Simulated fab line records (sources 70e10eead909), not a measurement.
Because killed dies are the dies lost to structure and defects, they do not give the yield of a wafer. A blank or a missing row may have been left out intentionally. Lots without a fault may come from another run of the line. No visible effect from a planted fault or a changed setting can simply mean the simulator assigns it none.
Which tool is to blame? || flow nand_harc || Sampling: 24 lots, 72 wafers, 5 of 1159 route steps

WHAT EACH GAUGE READ, for each wafer
NHARC_P_BONDPAD_THK_MEAS_20: measures by xrf. Usual: thk_nm at 160.5 nm, with a standard deviation of 1.4.
{"lot": "L075", "measured": "day 6 18:25", "on": "film_metro-01", "thk_nm (nm)": "159.3 161.3 160.2", "flag": ""}
{"lot": "L074", "measured": "day 6 21:16", "on": "film_metro-01", "thk_nm (nm)": "161.1 161.9 160.9", "flag": ""}
{"lot": "L076", "measured": "day 7 00:18", "on": "film_metro-02", "thk_nm (nm)": "160.2 161.5 162.1", "flag": ""}
{"lot": "L078", "measured": "day 7 12:01", "on": "film_metro-01", "thk_nm (nm)": "161.9 160.4 160.0", "flag": ""}
{"lot": "L077", "measured": "day 7 13:06", "on": "film_metro-02", "thk_nm (nm)": "158.3 160.7 158.5", "flag": ""}
{"lot": "L079", "measured": "day 7 13:36", "on": "film_metro-02", "thk_nm (nm)": "160.7 159.6 157.7", "flag": ""}
{"lot": "L080", "measured": "day 8 00:09", "on": "film_metro-01", "thk_nm (nm)": "158.5 160.1 160.2", "flag": ""}
{"lot": "L081", "measured": "day 8 13:56", "on": "film_metro-01", "thk_nm (nm)": "155.0 159.2 162.5", "flag": ""}
{"lot": "L083", "measured": "day 8 14:33", "on": "film_metro-01", "thk_nm (nm)": "163.4 162.0 159.9", "flag": ""}
{"lot": "L082", "measured": "day 8 15:22", "on": "film_metro-01", "thk_nm (nm)": "160.0 161.4 161.4", "flag": ""}
{"lot": "L084", "measured": "day 9 12:08", "on": "film_metro-01", "thk_nm (nm)": "161.2 162.5 160.0", "flag": ""}
{"lot": "L086", "measured": "day 9 14:00", "on": "film_metro-02", "thk_nm (nm)": "159.8 159.9 159.8", "flag": ""}
{"lot": "L085", "measured": "day 9 15:14", "on": "film_metro-02", "thk_nm (nm)": "161.6 159.4 161.3", "flag": ""}
{"lot": "L087", "measured": "day 9 15:46", "on": "film_metro-02", "thk_nm (nm)": "157.9 160.0 161.0", "flag": ""}
{"lot": "L089", "measured": "day 10 07:12", "on": "film_metro-02", "thk_nm (nm)": "157.6 160.6 163.2", "flag": ""}
{"lot": "L090", "measured": "day 10 07:49", "on": "film_metro-02", "thk_nm (nm)": "158.8 161.5 161.9", "flag": ""}
{"lot": "L088", "measured": "day 10 08:53", "on": "film_metro-02", "thk_nm (nm)": "161.4 160.6 161.1", "flag": ""}
{"lot": "L091", "measured": "day 10 14:25", "on": "film_metro-01", "thk_nm (nm)": "161.2 163.4 161.3", "flag": ""}
{"lot": "L092", "measured": "day 10 20:53", "on": "film_metro-02", "thk_nm (nm)": "162.1 159.5 160.5", "flag": ""}
{"lot": "L093", "measured": "day 11 05:58", "on": "film_metro-01", "thk_nm (nm)": "160.4 158.2 158.7", "flag": ""}
{"lot": "L095", "measured": "day 11 11:22", "on": "film_metro-02", "thk_nm (nm)": "162.3 157.8 159.7", "flag": ""}
{"lot": "L094", "measured": "day 11 11:44", "on": "film_metro-02", "thk_nm (nm)": "158.8 162.0 160.2", "flag": ""}
{"lot": "L096", "measured": "day 12 08:01", "on": "film_metro-01", "thk_nm (nm)": "159.5 161.0 159.3", "flag": ""}
{"lot": "L097", "measured": "day 12 08:38", "on": "film_metro-01", "thk_nm (nm)": "159.9 159.9 162.6", "flag": ""}

NHARC_A_ONON_D1_INSPECT_32. Usual: raw_defect_count at 71, with a standard deviation of 25.
{"lot": "L075", "measured": "day 8 06:37", "on": "defect_inspect-01", "raw_defect_count": "48 56 73", "flag": ""}
{"lot": "L074", "measured": "day 8 06:35", "on": "defect_inspect-02", "raw_defect_count": "81 78 43", "flag": ""}
{"lot": "L076", "measured": "day 8 18:52", "on": "defect_inspect-01", "raw_defect_count": "145 84 69", "flag": ""}
{"lot": "L078", "measured": "day 9 02:55", "on": "defect_inspect-02", "raw_defect_count": "103 105 100", "flag": ""}
{"lot": "L077", "measured": "day 9 02:39", "on": "defect_inspect-02", "raw_defect_count": "71 102 110", "flag": ""}
{"lot": "L079", "measured": "day 9 02:46", "on": "defect_inspect-01", "raw_defect_count": "39 56 55", "flag": ""}
{"lot": "L080", "measured": "day 9 13:41", "on": "defect_inspect-02", "raw_defect_count": "41 81 58", "flag": ""}
{"lot": "L081", "measured": "day 10 03:32", "on": "defect_inspect-01", "raw_defect_count": "46 46 54", "flag": ""}
{"lot": "L083", "measured": "day 10 03:47", "on": "defect_inspect-02", "raw_defect_count": "70 44 61", "flag": ""}
{"lot": "L082", "measured": "day 10 03:41", "on": "defect_inspect-02", "raw_defect_count": "48 66 106", "flag": ""}
{"lot": "L084", "measured": "day 11 04:29", "on": "defect_inspect-01", "raw_defect_count": "90 88 109", "flag": ""}
{"lot": "L086", "measured": "day 11 04:38", "on": "defect_inspect-01", "raw_defect_count": "94 62 95", "flag": ""}
{"lot": "L085", "measured": "day 11 04:49", "on": "defect_inspect-01", "raw_defect_count": "32 59 76", "flag": ""}
{"lot": "L087", "measured": "day 11 10:32", "on": "defect_inspect-01", "raw_defect_count": "45 72 65", "flag": ""}
{"lot": "L089", "measured": "day 11 20:52", "on": "defect_inspect-02", "raw_defect_count": "34 25 75", "flag": ""}
{"lot": "L090", "measured": "day 11 20:44", "on": "defect_inspect-02", "raw_defect_count": "71 98 85", "flag": ""}
{"lot": "L088", "measured": "day 11 20:43", "on": "defect_inspect-01", "raw_defect_count": "82 54 64", "flag": ""}
{"lot": "L091", "measured": "day 12 03:37", "on": "defect_inspect-01", "raw_defect_count": "70 54 58", "flag": ""}
{"lot": "L092", "measured": "day 12 11:15", "on": "defect_inspect-02", "raw_defect_count": "122 138 98", "flag": ""}
{"lot": "L093", "measured": "day 12 18:41", "on": "defect_inspect-02", "raw_defect_count": "62 61 45", "flag": ""}
{"lot": "L095", "measured": "day 13 03:29", "on": "defect_inspect-01", "raw_defect_count": "69 84 74", "flag": ""}
{"lot": "L094", "measured": "day 13 03:28", "on": "defect_inspect-02", "raw_defect_count": "80 68 73", "flag": ""}
{"lot": "L096", "measured": "day 13 22:12", "on": "defect_inspect-01", "raw_defect_count": "74 67 47", "flag": ""}
{"lot": "L097", "measured": "day 13 22:22", "on": "defect_inspect-01", "raw_defect_count": "63 60 41", "flag": ""}

NHARC_A_CHANNEL_FILL_D1_INSPECT_13. Usual: raw_defect_count at 298, with a standard deviation of 120.
{"lot": "L075", "measured": "day 10 17:04", "on": "defect_inspect-02", "raw_defect_count": "319 326 360", "flag": ""}
{"lot": "L074", "measured": "day 10 16:53", "on": "defect_inspect-02", "raw_defect_count": "349 352 420", "flag": ""}
{"lot": "L076", "measured": "day 11 09:22", "on": "defect_inspect-01", "raw_defect_count": "255 278 180", "flag": ""}
{"lot": "L078", "measured": "day 11 21:28", "on": "defect_inspect-02", "raw_defect_count": "209 291 234", "flag": ""}
{"lot": "L077", "measured": "day 11 12:54", "on": "defect_inspect-02", "raw_defect_count": "271 259 587", "flag": ""}
{"lot": "L079", "measured": "day 11 12:52", "on": "defect_inspect-01", "raw_defect_count": "558 406 523", "flag": ""}
{"lot": "L080", "measured": "day 12 01:08", "on": "defect_inspect-02", "raw_defect_count": "305 247 169", "flag": ""}
{"lot": "L081", "measured": "day 12 15:34", "on": "defect_inspect-01", "raw_defect_count": "212 320 583", "flag": ""}
{"lot": "L083", "measured": "day 12 20:23", "on": "defect_inspect-01", "raw_defect_count": "239 203 187", "flag": ""}
{"lot": "L082", "measured": "day 12 15:23", "on": "defect_inspect-02", "raw_defect_count": "179 242 847", "flag": ""}
{"lot": "L084", "measured": "day 13 17:08", "on": "defect_inspect-01", "raw_defect_count": "154 221 191", "flag": ""}
{"lot": "L086", "measured": "day 13 16:58", "on": "defect_inspect-01", "raw_defect_count": "236 163 250", "flag": ""}
{"lot": "L085", "measured": "day 13 22:13", "on": "defect_inspect-01", "raw_defect_count": "313 186 219", "flag": ""}
{"lot": "L087", "measured": "day 13 22:02", "on": "defect_inspect-01", "raw_defect_count": "346 408 232", "flag": ""}
{"lot": "L089", "measured": "day 14 08:38", "on": "defect_inspect-02", "raw_defect_count": "288 244 278", "flag": ""}
{"lot": "L090", "measured": "day 14 08:40", "on": "defect_inspect-01", "raw_defect_count": "224 245 125", "flag": ""}
{"lot": "L088", "measured": "day 14 08:48", "on": "defect_inspect-01", "raw_defect_count": "273 212 150", "flag": ""}
{"lot": "L091", "measured": "day 14 18:07", "on": "defect_inspect-01", "raw_defect_count": "229 294 296", "flag": ""}
{"lot": "L092", "measured": "day 14 23:45", "on": "defect_inspect-02", "raw_defect_count": "207 477 226", "flag": ""}
{"lot": "L093", "measured": "day 15 05:15", "on": "defect_inspect-02", "raw_defect_count": "207 253 212", "flag": ""}
{"lot": "L095", "measured": "day 15 19:28", "on": "defect_inspect-01", "raw_defect_count": "335 219 195", "flag": ""}
{"lot": "L094", "measured": "day 15 19:17", "on": "defect_inspect-02", "raw_defect_count": "282 485 318", "flag": ""}
{"lot": "L096", "measured": "day 16 08:47", "on": "defect_inspect-01", "raw_defect_count": "302 321 344", "flag": ""}
{"lot": "L097", "measured": "day 16 15:32", "on": "defect_inspect-02", "raw_defect_count": "240 338 222", "flag": ""}

WHAT TOOL EACH LOT RAN ON (gives the tool, then ch and the chambers of the sampled wafers, and finally the start)
{"lot": "L075", "NHARC_A_CHANNEL_HOLE_D1_ETCH_24": "har_etch-02 ch 0,1, day 8 15:05", "NHARC_A_CHANNEL_FILL_D1_ALD_16": "ald_hk-02 ch 0,1,2, day 9 05:18"}
{"lot": "L074", "NHARC_A_CHANNEL_HOLE_D1_ETCH_24": "har_etch-01 ch 0,1, day 8 13:16", "NHARC_A_CHANNEL_FILL_D1_ALD_16": "ald_hk-02 ch 2,3, day 9 05:28"}
{"lot": "L076", "NHARC_A_CHANNEL_HOLE_D1_ETCH_24": "har_etch-02 ch 0,1, day 9 01:20", "NHARC_A_CHANNEL_FILL_D1_ALD_16": "ald_hk-01 ch 1,2, day 9 20:04"}
{"lot": "L078", "NHARC_A_CHANNEL_HOLE_D1_ETCH_24": "har_etch-01 ch 1, day 9 13:16", "NHARC_A_CHANNEL_FILL_D1_ALD_16": "ald_hk-02 ch 0,2,3, day 10 08:18"}
{"lot": "L077", "NHARC_A_CHANNEL_HOLE_D1_ETCH_24": "har_etch-01 ch 0,1, day 9 09:05", "NHARC_A_CHANNEL_FILL_D1_ALD_16": "ald_hk-01 ch 0,1,3, day 10 01:15"}
{"lot": "L079", "NHARC_A_CHANNEL_HOLE_D1_ETCH_24": "har_etch-02 ch 1, day 9 09:57", "NHARC_A_CHANNEL_FILL_D1_ALD_16": "ald_hk-04 ch 0,1,2, day 10 01:18"}
{"lot": "L080", "NHARC_A_CHANNEL_HOLE_D1_ETCH_24": "har_etch-02 ch 0,1, day 9 20:17", "NHARC_A_CHANNEL_FILL_D1_ALD_16": "ald_hk-01 ch 0,3, day 10 12:01"}
{"lot": "L081", "NHARC_A_CHANNEL_HOLE_D1_ETCH_24": "har_etch-02 ch 0,1, day 10 10:08", "NHARC_A_CHANNEL_FILL_D1_ALD_16": "ald_hk-02 ch 1,2,3, day 11 02:08"}
{"lot": "L083", "NHARC_A_CHANNEL_HOLE_D1_ETCH_24": "har_etch-02 ch 0,1, day 10 14:04", "NHARC_A_CHANNEL_FILL_D1_ALD_16": "ald_hk-02 ch 0,2,3, day 11 08:10"}
{"lot": "L082", "NHARC_A_CHANNEL_HOLE_D1_ETCH_24": "har_etch-01 ch 0,1, day 10 11:22", "NHARC_A_CHANNEL_FILL_D1_ALD_16": "ald_hk-02 ch 0,2,3, day 11 01:55"}
{"lot": "L084", "NHARC_A_CHANNEL_HOLE_D1_ETCH_24": "har_etch-02 ch 0,1, day 11 11:40", "NHARC_A_CHANNEL_FILL_D1_ALD_16": "ald_hk-04 ch 1,2,3, day 12 04:23"}
{"lot": "L086", "NHARC_A_CHANNEL_HOLE_D1_ETCH_24": "har_etch-01 ch 0,1, day 11 12:20", "NHARC_A_CHANNEL_FILL_D1_ALD_16": "ald_hk-04 ch 0,2,3, day 12 04:12"}
{"lot": "L085", "NHARC_A_CHANNEL_HOLE_D1_ETCH_24": "har_etch-02 ch 0,1, day 11 15:58", "NHARC_A_CHANNEL_FILL_D1_ALD_16": "ald_hk-01 ch 0,1,2, day 12 09:11"}
{"lot": "L087", "NHARC_A_CHANNEL_HOLE_D1_ETCH_24": "har_etch-01 ch 0,1, day 11 19:53", "NHARC_A_CHANNEL_FILL_D1_ALD_16": "ald_hk-02 ch 0,2,3, day 12 12:11"}
{"lot": "L089", "NHARC_A_CHANNEL_HOLE_D1_ETCH_24": "har_etch-01 ch 0,1, day 12 06:58", "NHARC_A_CHANNEL_FILL_D1_ALD_16": "ald_hk-01 ch 1,2,3, day 12 22:55"}
{"lot": "L090", "NHARC_A_CHANNEL_HOLE_D1_ETCH_24": "har_etch-02 ch 0,1, day 12 03:46", "NHARC_A_CHANNEL_FILL_D1_ALD_16": "ald_hk-01 ch 1,3, day 12 18:58"}
{"lot": "L088", "NHARC_A_CHANNEL_HOLE_D1_ETCH_24": "har_etch-01 ch 0,1, day 12 02:56", "NHARC_A_CHANNEL_FILL_D1_ALD_16": "ald_hk-01 ch 1,2, day 12 19:07"}
{"lot": "L091", "NHARC_A_CHANNEL_HOLE_D1_ETCH_24": "har_etch-02 ch 0,1, day 12 10:07", "NHARC_A_CHANNEL_FILL_D1_ALD_16": "ald_hk-02 ch 0,1,2, day 13 02:44"}
{"lot": "L092", "NHARC_A_CHANNEL_HOLE_D1_ETCH_24": "har_etch-01 ch 1, day 12 18:27", "NHARC_A_CHANNEL_FILL_D1_ALD_16": "ald_hk-02 ch 1,2, day 13 10:47"}
{"lot": "L093", "NHARC_A_CHANNEL_HOLE_D1_ETCH_24": "har_etch-01 ch 1, day 13 01:30", "NHARC_A_CHANNEL_FILL_D1_ALD_16": "ald_hk-04 ch 2,3, day 13 17:19"}
{"lot": "L095", "NHARC_A_CHANNEL_HOLE_D1_ETCH_24": "har_etch-01 ch 0,1, day 13 10:25", "NHARC_A_CHANNEL_FILL_D1_ALD_16": "ald_hk-01 ch 0,1,3, day 14 05:35"}
{"lot": "L094", "NHARC_A_CHANNEL_HOLE_D1_ETCH_24": "har_etch-02 ch 1, day 13 09:57", "NHARC_A_CHANNEL_FILL_D1_ALD_16": "ald_hk-04 ch 0,3, day 14 05:35"}
{"lot": "L096", "NHARC_A_CHANNEL_HOLE_D1_ETCH_24": "har_etch-02 ch 0,1, day 14 05:15", "NHARC_A_CHANNEL_FILL_D1_ALD_16": "ald_hk-02 ch 0,1, day 14 21:33"}
{"lot": "L097", "NHARC_A_CHANNEL_HOLE_D1_ETCH_24": "har_etch-01 ch 0,1, day 14 12:15", "NHARC_A_CHANNEL_FILL_D1_ALD_16": "ald_hk-01 ch 0,2, day 15 01:43"}
- NHARC_A_CHANNEL_HOLE_D1_ETCH_24: etches the open film in C4F8/O2/Ar, time 906.2 s, target depth 1500 nm.
- NHARC_A_CHANNEL_FILL_D1_ALD_16: deposits SiO2, target thk 1.5 nm, pulse time 10 s, ald cycles 15.

AS READ BY THE TOOLS THEMSELVES (means over the sampled wafers that have a number; for cases with no such wafer, the mark the record gives instead)
NHARC_A_CHANNEL_HOLE_D1_ETCH_24. Usual: drypump_motor_current_A 5.86 A, standard deviation 0.22; showerhead_plenum_p_Torr 3.63 Torr, standard deviation 0.058; throttle_valve_pct 32.235 %, standard deviation 0.0095.
{"lot": "L075", "tool": "har_etch-02", "drypump_motor_current_A (A)": 5.95, "showerhead_plenum_p_Torr (Torr)": 3.61, "throttle_valve_pct (%)": 32.240, "flag": ""}
{"lot": "L074", "tool": "har_etch-01", "drypump_motor_current_A (A)": 5.71, "showerhead_plenum_p_Torr (Torr)": 3.66, "throttle_valve_pct (%)": 32.241, "flag": ""}
{"lot": "L076", "tool": "har_etch-02", "drypump_motor_current_A (A)": 6.10, "showerhead_plenum_p_Torr (Torr)": 3.63, "throttle_valve_pct (%)": 32.230, "flag": ""}
{"lot": "L078", "tool": "har_etch-01", "drypump_motor_current_A (A)": 5.68, "showerhead_plenum_p_Torr (Torr)": 3.73, "throttle_valve_pct (%)": 32.236, "flag": ""}
{"lot": "L077", "tool": "har_etch-01", "drypump_motor_current_A (A)": 5.70, "showerhead_plenum_p_Torr (Torr)": 3.69, "throttle_valve_pct (%)": 32.243, "flag": ""}
{"lot": "L079", "tool": "har_etch-02", "drypump_motor_current_A (A)": 6.23, "showerhead_plenum_p_Torr (Torr)": 3.65, "throttle_valve_pct (%)": 32.234, "flag": ""}
{"lot": "L080", "tool": "har_etch-02", "drypump_motor_current_A (A)": 5.94, "showerhead_plenum_p_Torr (Torr)": 3.60, "throttle_valve_pct (%)": 32.233, "flag": ""}
{"lot": "L081", "tool": "har_etch-02", "drypump_motor_current_A (A)": 6.10, "showerhead_plenum_p_Torr (Torr)": 3.62, "throttle_valve_pct (%)": 32.238, "flag": ""}
{"lot": "L083", "tool": "har_etch-02", "drypump_motor_current_A (A)": 5.93, "showerhead_plenum_p_Torr (Torr)": 3.59, "throttle_valve_pct (%)": 32.243, "flag": ""}
{"lot": "L082", "tool": "har_etch-01", "drypump_motor_current_A (A)": 5.70, "showerhead_plenum_p_Torr (Torr)": 3.69, "throttle_valve_pct (%)": 32.234, "flag": ""}
{"lot": "L084", "tool": "har_etch-02", "drypump_motor_current_A (A)": 6.08, "showerhead_plenum_p_Torr (Torr)": 3.61, "throttle_valve_pct (%)": 32.228, "flag": ""}
{"lot": "L086", "tool": "har_etch-01", "drypump_motor_current_A (A)": 5.72, "showerhead_plenum_p_Torr (Torr)": 3.65, "throttle_valve_pct (%)": 32.244, "flag": ""}
{"lot": "L085", "tool": "har_etch-02", "drypump_motor_current_A (A)": 5.93, "showerhead_plenum_p_Torr (Torr)": 3.59, "throttle_valve_pct (%)": 32.234, "flag": ""}
{"lot": "L087", "tool": "har_etch-01", "drypump_motor_current_A (A)": 5.71, "showerhead_plenum_p_Torr (Torr)": 3.68, "throttle_valve_pct (%)": 32.234, "flag": ""}
{"lot": "L089", "tool": "har_etch-01", "drypump_motor_current_A (A)": 5.70, "showerhead_plenum_p_Torr (Torr)": 3.64, "throttle_valve_pct (%)": 32.229, "flag": ""}
{"lot": "L090", "tool": "har_etch-02", "drypump_motor_current_A (A)": 6.07, "showerhead_plenum_p_Torr (Torr)": 3.61, "throttle_valve_pct (%)": 32.237, "flag": ""}
{"lot": "L088", "tool": "har_etch-01", "drypump_motor_current_A (A)": 5.69, "showerhead_plenum_p_Torr (Torr)": 3.68, "throttle_valve_pct (%)": 32.240, "flag": ""}
{"lot": "L091", "tool": "har_etch-02", "drypump_motor_current_A (A)": 6.09, "showerhead_plenum_p_Torr (Torr)": 3.61, "throttle_valve_pct (%)": 32.233, "flag": ""}
{"lot": "L092", "tool": "har_etch-01", "drypump_motor_current_A (A)": 5.69, "showerhead_plenum_p_Torr (Torr)": 3.71, "throttle_valve_pct (%)": 32.229, "flag": ""}
{"lot": "L093", "tool": "har_etch-01", "drypump_motor_current_A (A)": 5.69, "showerhead_plenum_p_Torr (Torr)": 3.71, "throttle_valve_pct (%)": 32.235, "flag": ""}
{"lot": "L095", "tool": "har_etch-01", "drypump_motor_current_A (A)": 5.70, "showerhead_plenum_p_Torr (Torr)": 3.67, "throttle_valve_pct (%)": 32.238, "flag": ""}
{"lot": "L094", "tool": "har_etch-02", "drypump_motor_current_A (A)": 6.22, "showerhead_plenum_p_Torr (Torr)": 3.63, "throttle_valve_pct (%)": 32.236, "flag": ""}
{"lot": "L096", "tool": "har_etch-02", "drypump_motor_current_A (A)": 6.09, "showerhead_plenum_p_Torr (Torr)": 3.60, "throttle_valve_pct (%)": 32.232, "flag": ""}
{"lot": "L097", "tool": "har_etch-01", "drypump_motor_current_A (A)": 5.72, "showerhead_plenum_p_Torr (Torr)": 3.63, "throttle_valve_pct (%)": 32.232, "flag": ""}

NHARC_A_CHANNEL_FILL_D1_ALD_16. Usual: heater_power_w 489 W, standard deviation 30; precursor_pulse_height_rel 0.998, standard deviation 0.02.
{"lot": "L075", "tool": "ald_hk-02", "heater_power_w (W)": 511, "precursor_pulse_height_rel": 1.022, "flag": ""}
{"lot": "L074", "tool": "ald_hk-02", "heater_power_w (W)": 468, "precursor_pulse_height_rel": 0.982, "flag": ""}
{"lot": "L076", "tool": "ald_hk-01", "heater_power_w (W)": 521, "precursor_pulse_height_rel": 0.991, "flag": ""}
{"lot": "L078", "tool": "ald_hk-02", "heater_power_w (W)": 471, "precursor_pulse_height_rel": 0.987, "flag": ""}
{"lot": "L077", "tool": "ald_hk-01", "heater_power_w (W)": 505, "precursor_pulse_height_rel": 1.001, "flag": ""}
{"lot": "L079", "tool": "ald_hk-04", "heater_power_w (W)": 464, "precursor_pulse_height_rel": 0.989, "flag": ""}
{"lot": "L080", "tool": "ald_hk-01", "heater_power_w (W)": 497, "precursor_pulse_height_rel": 0.999, "flag": ""}
{"lot": "L081", "tool": "ald_hk-02", "heater_power_w (W)": 503, "precursor_pulse_height_rel": 0.979, "flag": ""}
{"lot": "L083", "tool": "ald_hk-02", "heater_power_w (W)": 485, "precursor_pulse_height_rel": 0.996, "flag": ""}
{"lot": "L082", "tool": "ald_hk-02", "heater_power_w (W)": 475, "precursor_pulse_height_rel": 1.030, "flag": ""}
{"lot": "L084", "tool": "ald_hk-04", "heater_power_w (W)": 456, "precursor_pulse_height_rel": 0.998, "flag": ""}
{"lot": "L086", "tool": "ald_hk-04", "heater_power_w (W)": 467, "precursor_pulse_height_rel": 0.991, "flag": ""}
{"lot": "L085", "tool": "ald_hk-01", "heater_power_w (W)": 500, "precursor_pulse_height_rel": 0.992, "flag": ""}
{"lot": "L087", "tool": "ald_hk-02", "heater_power_w (W)": 466, "precursor_pulse_height_rel": 1.003, "flag": ""}
{"lot": "L089", "tool": "ald_hk-01", "heater_power_w (W)": 480, "precursor_pulse_height_rel": 1.004, "flag": ""}
{"lot": "L090", "tool": "ald_hk-01", "heater_power_w (W)": 479, "precursor_pulse_height_rel": 1.022, "flag": ""}
{"lot": "L088", "tool": "ald_hk-01", "heater_power_w (W)": 485, "precursor_pulse_height_rel": 0.996, "flag": ""}
{"lot": "L091", "tool": "ald_hk-02", "heater_power_w (W)": 513, "precursor_pulse_height_rel": 0.995, "flag": ""}
{"lot": "L092", "tool": "ald_hk-02", "heater_power_w (W)": 521, "precursor_pulse_height_rel": 1.013, "flag": ""}
{"lot": "L093", "tool": "ald_hk-04", "heater_power_w (W)": 469, "precursor_pulse_height_rel": 0.994, "flag": ""}
{"lot": "L095", "tool": "ald_hk-01", "heater_power_w (W)": 485, "precursor_pulse_height_rel": 0.988, "flag": ""}
{"lot": "L094", "tool": "ald_hk-04", "heater_power_w (W)": 463, "precursor_pulse_height_rel": 1.022, "flag": ""}
{"lot": "L096", "tool": "ald_hk-02", "heater_power_w (W)": 504, "precursor_pulse_height_rel": 0.985, "flag": ""}
{"lot": "L097", "tool": "ald_hk-01", "heater_power_w (W)": 517, "precursor_pulse_height_rel": 0.993, "flag": ""}

THE ANSWER, worked out from the rows above alone
Rule: a lot counts as off when the mean over its wafers that have a number is more than 3 standard deviations away from the usual mean. Also off: a lot with no number at a reading for which 4 or more lots have one. Where the step has rows for the other lots, those lots are counted as sound. The gauges are gone through in route order, then the tools' own readings, and for those a lot's mean is taken as printed above. The first step at which some lot is off is used, and at that step the reading that is off furthest; a lot without a number counts as furthest.
No lot is off on any of the readings shown, so nothing can be concluded from this.

WHAT THE SIMULATOR PUT IN
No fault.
